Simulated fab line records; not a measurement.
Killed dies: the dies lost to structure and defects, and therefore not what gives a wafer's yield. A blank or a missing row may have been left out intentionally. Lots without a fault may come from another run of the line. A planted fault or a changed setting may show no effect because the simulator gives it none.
Matching of chambers    flow n5_finfet    N5_HKMG_FIN_ETCH_67 on rie_diel-05 has 4 sister chambers
The step etches SOC in N2/H2, stops on TiN, target depth 388.9 nm. 4 wafers are shown with their chamber, then 11 later ones without.

== WAFERS PAIRED WITH THEIR CHAMBERS ==
wafer   chamber  drypump_motor_current_A (A)
L081.6  1        5.1
L085.2  0        5.7
L085.5  2        5.5
L086.1  3        6.5

== WAFERS WHOSE CHAMBER IS MISSING ==
wafer   drypump_motor_current_A (A)
L086.4  5.5
L086.6  5.1
L090.1  5.8
L090.2  6.5
L090.6  6.5
L094.1  5.8
L094.5  5.5
L094.6  5.2
L096.2  5.8
L096.3  6.5
L096.5  6.5

== WHICH CHAMBER EACH ONE RAN IN ==
wafer   from the rows above  in truth
L086.4  2                    2
L086.6  1                    1
L090.1  0                    0
L090.2  3                    3
L090.6  3                    3
L094.1  0                    0
L094.5  2                    2
L094.6  1                    1
L096.2  0                    0
L096.3  3                    3
L096.5  3                    3
Placed correctly: 11 of 11. Can't be placed from these rows: 0. Placed wrongly: 0.
How it was worked out, from the rows above alone: a wafer's distance from a chamber is the root of the sum, over the readings, of the square of ((its reading less the chamber's mean) divided by the reading's scatter). If the next closest chamber is less than 2 further off than the closest, the wafer can't be placed; otherwise it belongs to the closest. The mean given for a chamber averages the wafers shown for that chamber. The scatter (one wafer shown for each chamber): square how far every hidden wafer sits from the nearest shown wafer, average those squares and take the square root.
